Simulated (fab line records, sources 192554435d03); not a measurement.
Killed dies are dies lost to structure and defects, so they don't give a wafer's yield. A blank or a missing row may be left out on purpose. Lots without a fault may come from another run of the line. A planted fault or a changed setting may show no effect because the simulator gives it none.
fab line records | flow n5_finfet
record lots=7 wafers=39
route steps=1938 shown PMOS_HMC_CHANNEL_EPI@78 GATE_CUT@469
start_h: hours from the record's first day to the start of the lot's first wafer shown | wait_h: hours since the lot's step before | " the same as in the row above | L1.1+2: a row that stands for several wafers | - no value, or no start given | * or withheld: withheld | < > ~ a bound
route shown NAME@n: a module of which the file shows steps, and the number in the route of the first | usual: mean/standard deviation of fault-free wafers | same: alike in all rows | chamber/n: place in a boat | sites: the reading at each site | _std_site: their standard deviation | _edge_site: outer sites' mean less inner sites' | radius_mm: how far each site lies from the wafer's centre | mask NAME#n: copy n | behind: the tool/chamber that last shaped the wafer | hold: why the lot was held/for how many hours/how that ended | device: the transistor (n, p or np) that didn't switch | end of line: the same wafers' tests at the end of the route | a step without rows: its recipe alone | killed: dies lost to structure and defects at the first sort, not the wafer's yield | map: a wafer's dies, x killed, . not, _ none there
set.NAME: the setting as run; set.NAME@STEP: as run at that earlier step | model.NAME: the simulator's own value behind a step, which no gauge read
lots whose settings were changed on purpose; a table a step, a row a wafer
## steps
# step N5_PMOS_HMC_CHANNEL_EPI_EPI_20
# recipe material=SiGe30 mask_material=SiO2 pressure_torr=20 target_thk_a=590 temp_c=600
# columns lot.wafer tool chamber start_h wait_h set.temp_c model.SiGe30_of_PMOS_HMC_CHANNEL_EPI_EPI_20.thk_nm
L074.2 epi_rpcvd-03 0 18.35 0.2 600 59.9
L074.3 " 0 " " 600 59.84
L074.4 " 0 " " 600 60.1
L075.1 epi_rpcvd-03 0 24.04 0.0 603.4 62.8
L075.2 " 0 " " 603.4 62.62
L075.3 " 0 " " 600 59.45
L075.4 " 0 " " 600 58.39
L075.5 " 0 " " 600 59.2
L075.6 " 0 " " 603.4 62.33
L076.1 epi_rpcvd-03 0 29.79 0.0 600 58.82
L076.2 " 0 " " 600 59.12
L076.3 " 0 " " 600 59
L076.4 " 0 " " 592.9 52.48
L076.5 " 0 " " 592.9 51.58
L076.6 " 0 " " 592.9 52.27
L082.1 epi_rpcvd-02 0 66.19 0.0 600 58.84
L082.2 " 0 " " 594.7 53.87
L082.3 " 0 " " 600 59.12
L082.4 " 0 " " 594.7 54.11
L082.5 " 0 " " 594.7 53.36
L082.6 " 0 " " 600 59.6
L087.1 epi_rpcvd-03 0 95.83 0.0 596.2 54.68
L087.2 " 0 " " 596.2 55.12
L087.3 " 0 " " 600 58.11
L087.4 " 0 " " 596.2 55.48
L087.5 " 0 " " 600 58.81
L087.6 " 0 " " 600 59.22
L093.1 epi_rpcvd-04 0 132.11 0.0 600 57.53
L093.2 " 0 " " 600 58.58
L093.3 " 0 " " 600 58.26
L093.4 " 0 " " 600 57.99
L093.5 " 0 " " 600 58.09
L093.6 " 0 " " 600 57.71
L094.1 epi_rpcvd-02 0 138.22 0.0 600 57.56
L094.2 " 0 " " 603.9 61.99
L094.3 " 0 " " 600 57.2
L094.4 " 0 " " 600 57.42
L094.5 " 0 " " 603.9 62.13
L094.6 " 0 " " 603.9 62.57
# step N5_GATE_CUT_ETCH_58
# recipe chemistry=CH3F/O2 target=SiNx target_depth_a=170 time_s=128.6 ion_energy_ev=50 pressure_mtorr=30 source_w=415 bias_w=21 Ar_flow_sccm=150 CH3F_flow_sccm=30 O2_flow_sccm=20
# usual rf_vpp_V=99.1/1.1
# columns lot.wafer tool chamber start_h wait_h set.source_w rf_vpp_V
L074.2 rie_diel-02 1 87.90 0.1 415 99.5
L074.3 " 0 " " 415 100.8
L074.4 " 2 " " 415 96.6
L075.1 rie_diel-02 1 88.23 0.0 415 99.1
L075.2 " 0 " " 415 98.3
L075.3 " 2 " " 415 99.2
L075.4 " 3 " " 415 101.1
L075.5 " 0 " " 415 98.4
L075.6 " 1 " " 415 98.6
L076.1 rie_diel-03 3 89.38 0.0 415 99.0
L076.2 " 1 " " 415 101.3
L076.3 " 0 " " 415 98.9
L076.4 " 2 " " 415 99.9
L076.5 " 1 " " 415 100.7
L076.6 " 0 " " 415 98.9
L082.1 rie_diel-06 3 130.73 0.0 349.5 103.9
L082.2 " 2 " " 415 100.0
L082.3 " 1 " " 415 98.3
L082.4 " 0 " " 349.5 105.0
L082.5 " 0 " " 415 98.5
L082.6 " 3 " " 349.5 104.3
L087.1 rie_diel-06 1 160.72 0.1 415 98.8
L087.2 " 3 " " 384 101.8
L087.3 " 2 " " 384 102.3
L087.4 " 3 " " 415 97.6
L087.5 " 2 " " 415 98.6
L087.6 " 1 " " 384 99.9
L093.1 rie_diel-03 1 194.46 0.0 340.5 107.0
L093.2 " 2 " " 415 99.3
L093.3 " 0 " " 415 97.1
L093.4 " 3 " " 340.5 105.3
L093.5 " 2 " " 340.5 104.3
L093.6 " 1 " " 415 99.3
L094.1 rie_diel-02 2 202.70 0.1 493.9 91.8
L094.2 " 3 " " 493.9 93.1
L094.3 " 0 " " 415 97.6
L094.4 " 1 " " 415 101.4
L094.5 " 2 " " 493.9 93.5
L094.6 " 3 " " 415 100.8
## key
split step=N5_PMOS_HMC_CHANNEL_EPI_EPI_20 setting=temp_c stated=600 by=wafer
response step=N5_PMOS_HMC_CHANNEL_EPI_EPI_20 reading=model.SiGe30_of_PMOS_HMC_CHANNEL_EPI_EPI_20.thk_nm change=+6.12 per=1% r=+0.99
split step=N5_GATE_CUT_ETCH_58 setting=source_w stated=415 by=wafer
response step=N5_GATE_CUT_ETCH_58 reading=rf_vpp_V change=-0.373 per=1% r=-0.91
